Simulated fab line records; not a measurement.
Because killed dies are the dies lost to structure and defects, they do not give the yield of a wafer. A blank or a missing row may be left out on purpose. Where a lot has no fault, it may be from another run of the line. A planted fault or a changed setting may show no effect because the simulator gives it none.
The tool behind it: which one? | flow nand-harc | 12 lots with 36 wafers sampled at 5 steps, on a route of 1302 steps

WHAT EACH GAUGE READ, for each wafer
NHARC_P_ZERO_WELL_CD_MEAS_24 targets a cd of 720 nm.
lot  | measured     | on        | cd-nm (nm)
L237 | day 1 22:31  | cd-sem-02 | 720.7 721.4 723.3
L239 | day 2 18:28  | cd-sem-03 | 723.7 722.1 719.9
L243 | day 4 10:53  | cd-sem-03 | 727.7 726.8 722.6
L245 | day 5 06:38  | cd-sem-03 | 727.4 722.2 726.4
L248 | day 6 12:37  | cd-sem-02 | 719.7 720.1 720.8
L250 | day 7 11:52  | cd-sem-03 | 718.1 720.9 720.7
L252 | day 8 04:46  | cd-sem-03 | 718.7 718.2 720.5
L253 | day 8 14:37  | cd-sem-03 | 720.4 722.9 724.0
L254 | day 9 00:41  | cd-sem-02 | 719.3 722.2 718.9
L255 | day 9 10:25  | cd-sem-02 | 719.9 719.9 720.9
L257 | day 10 06:35 | cd-sem-01 | 716.7 717.0 719.1
L258 | day 10 16:28 | cd-sem-01 | 719.1 720.1 719.2

NHARC_P_GATE_OVL_MEAS_27.
lot  | measured     | on         | overlay-x-nm (nm) | overlay-y-nm (nm)
L237 | day 5 11:25  | overlay-02 | -1.1 -1.1 -1.4    | 0.2 0.0 0.3
L239 | day 5 16:17  | overlay-02 | -0.6 -0.1 0.1     | -1.7 -1.9 -2.7
L243 | day 7 09:44  | overlay-01 | -0.9 -0.6 -0.6    | 0.7 0.5 0.5
L245 | day 8 15:07  | overlay-01 | 0.6 0.5 0.8       | 0.5 0.3 0.9
L248 | day 9 12:55  | overlay-02 | 0.1 0.0 0.2       | 1.5 1.0 1.4
L250 | day 11 00:59 | overlay-01 | -0.5 -0.4 -0.4    | 1.0 1.0 0.9
L252 | day 11 01:25 | overlay-02 | -0.4 -0.3 0.1     | -0.2 -0.9 -0.4
L253 | day 11 16:22 | overlay-01 | -0.6 0.2 -0.7     | 0.3 0.3 0.0
L254 | day 12 00:17 | overlay-01 | 1.2 1.4 1.2       | -0.2 -0.2 -0.2
L255 | day 12 12:32 | overlay-02 | -0.8 -1.4 -1.3    | -0.2 -0.1 0.1
L257 | day 13 07:04 | overlay-02 | -0.3 0.3 -1.0     | -1.1 -0.7 -0.6
L258 | day 13 21:55 | overlay-02 | 0.3 0.3 0.6       | 0.5 0.5 0.8

WHAT TOOL EACH LOT RAN ON (gives the tool, then ch and the chambers of the sampled wafers, and finally the start)
lot  | NHARC_P_ZERO_WELL_PEB_22          | NHARC_P_ZERO_WELL_DESCUM_39        | NHARC_P_GATE_DEP_103
L237 | litho-track-07 ch 0, day 1 22:26  | rie-diel-11 ch 2,3, day 2 00:19    | pecvd-01 ch 0,1,2, day 5 10:49
L239 | litho-track-05 ch 0, day 2 18:22  | rie-diel-01 ch 0,1,3, day 2 20:11  | pecvd-01 ch 0,1, day 5 15:31
L243 | litho-track-05 ch 0, day 4 10:47  | rie-diel-08 ch 0,1,2, day 4 12:40  | pecvd-02 ch 0,1,2, day 7 08:58
L245 | litho-track-05 ch 0, day 5 06:32  | rie-diel-01 ch 1,2, day 5 08:25    | pecvd-02 ch 0,1, day 8 14:23
L248 | litho-track-03 ch 0, day 6 12:31  | rie-diel-11 ch 0,2,3, day 6 14:29  | pecvd-02 ch 0,1,2, day 9 12:13
L250 | litho-track-07 ch 0, day 7 11:47  | rie-diel-11 ch 0,2, day 7 13:32    | pecvd-02 ch 0,1,2, day 11 00:16
L252 | litho-track-07 ch 0, day 8 04:40  | rie-diel-08 ch 0,1, day 8 06:35    | pecvd-02 ch 0,2, day 11 00:47
L253 | litho-track-07 ch 0, day 8 14:32  | rie-diel-08 ch 1,3, day 8 16:28    | pecvd-04 ch 1,2, day 11 15:38
L254 | litho-track-05 ch 0, day 9 00:36  | rie-diel-01 ch 0,1,2, day 9 02:26  | pecvd-04 ch 0,1,2, day 11 23:31
L255 | litho-track-03 ch 0, day 9 10:19  | rie-diel-08 ch 0,1,2, day 9 12:13  | pecvd-01 ch 1,2, day 12 11:46
L257 | litho-track-05 ch 0, day 10 06:30 | rie-diel-11 ch 1,2,3, day 10 08:26 | pecvd-02 ch 0,1,2, day 13 06:26
L258 | litho-track-03 ch 0, day 10 16:22 | rie-diel-11 ch 1,2,3, day 10 20:02 | pecvd-01 ch 0,1,2, day 13 21:18
- NHARC_P_ZERO_WELL_PEB_22: peb time 85 s.
- NHARC_P_ZERO_WELL_DESCUM_39: chemistry O2, time 3 s.
- NHARC_P_GATE_DEP_103: deposits SiON, target thk 30 nm.

WHAT THE TOOLS THEMSELVES READ (means of the sampled wafers that have a number; where no wafer has one, the mark that the record gives instead)
NHARC_P_ZERO_WELL_PEB_22.
lot  | tool           | chill-plate-temp-C (C) | exhaust-pa (Pa) | heater-power-total-W (W) | plate-temp-C (C)
L237 | litho-track-07 | 22.93                  | 44.4            | 163.64                   | 118.01
L239 | litho-track-05 | 23.01                  | 45.0            | 163.67                   | 118.14
L243 | litho-track-05 | 23.06                  | 45.3            | 171.31                   | 122.07
L245 | litho-track-05 | 22.94                  | 44.4            | 171.27                   | 122.11
L248 | litho-track-03 | 22.94                  | 45.0            | 163.81                   | 118.15
L250 | litho-track-07 | 22.95                  | 44.3            | 164.05                   | 118.15
L252 | litho-track-07 | 23.05                  | 45.0            | 163.86                   | 118.07
L253 | litho-track-07 | 23.10                  | 43.6            | 163.87                   | 118.15
L254 | litho-track-05 | 22.96                  | 45.4            | 164.17                   | 118.08
L255 | litho-track-03 | 23.06                  | 44.8            | 163.84                   | 117.90
L257 | litho-track-05 | 23.10                  | 44.3            | 164.17                   | 117.89
L258 | litho-track-03 | 22.99                  | 44.9            | 164.04                   | 117.91

NHARC_P_ZERO_WELL_DESCUM_39.
lot  | tool        | drypump-motor-current-A (A) | oes-product-au (a.u.) | rf-vpp-V (V) | showerhead-plenum-p-Torr (Torr) | throttle-valve-pct (%)
L237 | rie-diel-11 | 5.3                         | 0.999                 | 58.2         | 2.03                            | 11.319
L239 | rie-diel-01 | 5.7                         | 0.997                 | 57.2         | 1.88                            | 11.309
L243 | rie-diel-08 | 5.5                         | 0.992                 | 57.3         | 1.97                            | 11.312
L245 | rie-diel-01 | 6.0                         | 1.006                 | 57.8         | 1.92                            | 11.303
L248 | rie-diel-11 | 5.7                         | 1.004                 | 58.9         | 2.00                            | 11.313
L250 | rie-diel-11 | 5.8                         | 1.003                 | 57.4         | 1.99                            | 11.315
L252 | rie-diel-08 | 5.5                         | 0.998                 | 58.6         | 2.00                            | 11.309
L253 | rie-diel-08 | 5.7                         | 0.996                 | 57.7         | 1.98                            | 11.309
L254 | rie-diel-01 | 5.9                         | 0.993                 | 58.7         | 1.84                            | 11.307
L255 | rie-diel-08 | 5.5                         | 0.994                 | 58.0         | 1.96                            | 11.313
L257 | rie-diel-11 | 5.2                         | 1.008                 | 57.9         | 1.98                            | 11.307
L258 | rie-diel-11 | 5.2                         | 1.006                 | 58.2         | 1.98                            | 11.308

NHARC_P_GATE_DEP_103.
lot  | tool     | heater-power-w (W)
L237 | pecvd-01 | 754
L239 | pecvd-01 | 756
L243 | pecvd-02 | 729
L245 | pecvd-02 | 677
L248 | pecvd-02 | 701
L250 | pecvd-02 | 698
L252 | pecvd-02 | 609
L253 | pecvd-04 | 799
L254 | pecvd-04 | 787
L255 | pecvd-01 | 701
L257 | pecvd-02 | 707
L258 | pecvd-01 | 759

THE ANSWER, worked out from the rows above alone
Rule: usual is defined by the lots themselves. Put in order of their means at a reading, lots are off if they are a third of the lots or fewer, leave a main group of 4 or more, and stand apart from it by a gap of 3 or more times the standard deviation of the main group's means; of several such gaps the widest counts. Not used: any main group whose means are identical at the precision the tables above print for the reading. Also off: a lot with no number at a reading for which 4 or more lots have one. The other lots that the step has rows for count as sound. First the gauges in route order, then the tools' own readings, where a lot's mean is used as printed above. The first step at which some lot is off is used, and at that step the reading that is off furthest; a lot without a number counts as furthest.
Off: L243, L245, at NHARC_P_ZERO_WELL_PEB_22 (heater-power-total-W). For the main group the mean is 163.91 W and the standard deviation 0.18.
A tool fits if, at that step or a process step before it, it ran every lot that is off, and no sound lot after the first of them. None of those tried fits.

WHAT THE SIMULATOR HAD INSERTED
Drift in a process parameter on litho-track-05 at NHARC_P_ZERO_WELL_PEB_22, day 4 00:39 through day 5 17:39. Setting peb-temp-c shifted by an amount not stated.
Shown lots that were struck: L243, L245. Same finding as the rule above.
